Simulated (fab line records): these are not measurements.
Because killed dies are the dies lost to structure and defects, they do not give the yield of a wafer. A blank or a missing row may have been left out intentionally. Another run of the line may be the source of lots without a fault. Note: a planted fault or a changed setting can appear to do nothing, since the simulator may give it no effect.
A lot that was struck, set against a sound lot	flow n5_finfet	27 steps out of a route of 1938
Sound: the wafers L424.1, L424.3, L424.6. Wafers L433.4, L433.5, L433.6 were the ones struck. The cause is named last.
Order at every step that has rows: each side's tool, ch and its chambers, its first start. Under that, the readings that differ: sound wafers	struck wafers	difference of the means	sigmas: that difference in standard deviations of wafers without a fault.
alike: readings with means less than 2 such deviations apart, plus words and numbers identical on both sides. not compared: withheld readings, readings lacking a value on some wafer, bounds such as >300 that could conceal the same value, and numbers that have no deviation in the record and whose values overlap.
A row with sigmas, a row that says differs or no value, or rows on one side alone: a step with any of these is where the two part. Numbers that don't overlap but have no deviation are shown without sigmas and don't part them. A reading that every wafer of one side lacks parts them only if that side has two wafers or more.

first, 9 steps without rows for these wafers: N5_FIN_SAQP_PRECLEAN_38 (cleans in O3/DIW, time 45 s); N5_FIN_SAQP_PRECLEAN_45 (cleans in dHF, time 10 s); N5_FIN_SAQP_SRD_39 (time 30 s); N5_FIN_CUT_COAT_18 (time 60 s, resist thk 230 nm); N5_FIN_CUT_COAT_19 (time 60 s, resist thk 20 nm); N5_FIN_CUT_COAT_29 (time 60 s, resist thk 10 nm); N5_FIN_CUT_COAT_02 (resist thk 30 nm); N5_FIN_CUT_EBR_04; N5_FIN_CUT_SOFTBAKE_03 (time 60 s).
N5_FIN_CUT_EXPOSE_05: exposes mask FIN CUT.
  sound on euv_scanner-01 ch 0, day 3 21:52; struck on euv_scanner-01 ch 0, day 6 10:44
reading	sound	struck	difference	sigmas
exposure_dose_mJ_cm2	45.60 45.69 45.62	42.98 42.94 42.98	-2.67	-59
  alike: mask
then, 2 steps without rows for these wafers: N5_FIN_CUT_PEB_06 (peb time 60 s); N5_FIN_CUT_DEVELOP_07 (develop time 30 s).
N5_FIN_CUT_CD_MEAS_08: the cd target is 29.1 nm.
  sound on cd_sem-02 ch 0, day 3 22:00; struck on cd_sem-02 ch 0, day 6 10:50
reading	sound	struck	difference	sigmas
cd_nm (nm)	28.90 29.34 28.87	28.20 28.05 28.35	-0.84	-4
then, 1 step without rows for these wafers: N5_FIN_CUT_DESCUM_13 (chemistry O2, time 7 s).
N5_FIN_CUT_ETCH_30: etches underlayer in N2/H2, target depth 13 nm, time 10.4 s.
  sound on rie_diel-02 ch 0,2, day 3 22:10; struck on rie_diel-05 ch 0,1, day 6 11:00
reading	sound	struck	difference	sigmas
model.FIN_CUT.cd_offset_nm (nm)	0 0 -0.2	-0.8 -1 -0.8	-0.8	
  alike: drypump_motor_current_A, etch_rf_on_time_s, oes_product_au, rf_fwd_power_W, rf_vpp_V, showerhead_plenum_p_Torr, throttle_valve_pct
  not compared: rf_hours_counter_h
then, 9 steps without rows for these wafers: N5_FIN_CUT_ETCH_20 (etches SiARC in CF4, target depth 26 nm, time 43.3 s); N5_FIN_CUT_ETCH_21 (etches SOC in N2/H2, target depth 219 nm, overetch 43.8 nm, time 523.5 s); N5_FIN_CUT_STRIP_23 (strips in N2/H2); N5_FIN_CUT_STRIP_31 (strips in N2/H2); N5_FIN_CUT_STRIP_24 (strips in CF4); N5_FIN_CUT_CUT_ETCH_26 (etches SiNx in CH3F/O2, target depth 39 nm, time 55.7 s); N5_FIN_CUT_CUT_ETCH_27 (etches SiO2 in CHF3/O2, target depth 4 nm, overetch 2 nm, time 4.9 s); N5_FIN_CUT_PRECLEAN_35 (cleans in vHF, time 13.3 s); N5_FIN_CUT_CUT_ETCH_15 (etches Si in HBr/Cl2/O2, target depth 100 nm, bt time 10 s, time 42.4 s).
N5_FIN_CUT_CUT_ETCH_28: etches Si in HBr/Cl2/O2, target depth 6 nm, time 2.4 s.
  sound on rie_si-01 ch 2,3, day 3 22:49; struck on rie_si-01 ch 0,1,3, day 6 11:39
reading	sound	struck	difference	sigmas
model.FIN_CUT.cd_offset_nm (nm)	0 0 -0.4	-0.6 -0.8 -0.8	-0.6	
  alike: drypump_motor_current_A, oes_product_au, throttle_valve_pct
  not compared: rf_fwd_power_W, rf_hours_counter_h
then, 1 step without rows for these wafers: N5_FIN_CUT_STRIP_22 (strips in N2/H2).
-- a jump in the record: the struck wafers' starts before and after are 6 days apart (it breaks off in module FIN_CUT and resumes in module BEOL_M4, where the first step shown is number 1111 of the route) --
N5_BEOL_M4_RC_MEAS_101:
  sound on prober-02 ch 0, day 10 09:14; struck on prober-02 ch 0, day 12 05:38
  alike: DIBL_N, DIBL_P, IOFF_N, IOFF_P, ION_N, ION_P, SS_N, SS_P, VT_N, VT_P

WHERE THEY PART
Last at N5_FIN_CUT_CD_MEAS_08 as far as this record goes, first at N5_FIN_CUT_EXPOSE_05. Later steps at which nothing parts them and some readings are alike: N5_FIN_CUT_ETCH_30, N5_FIN_CUT_CUT_ETCH_28, N5_BEOL_M4_RC_MEAS_101.

WHY: whatever the simulator had introduced
Process parameter drift: euv_scanner-01, from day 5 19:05 on, at N5_FIN_CUT_EXPOSE_05. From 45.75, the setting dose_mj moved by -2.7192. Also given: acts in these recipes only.
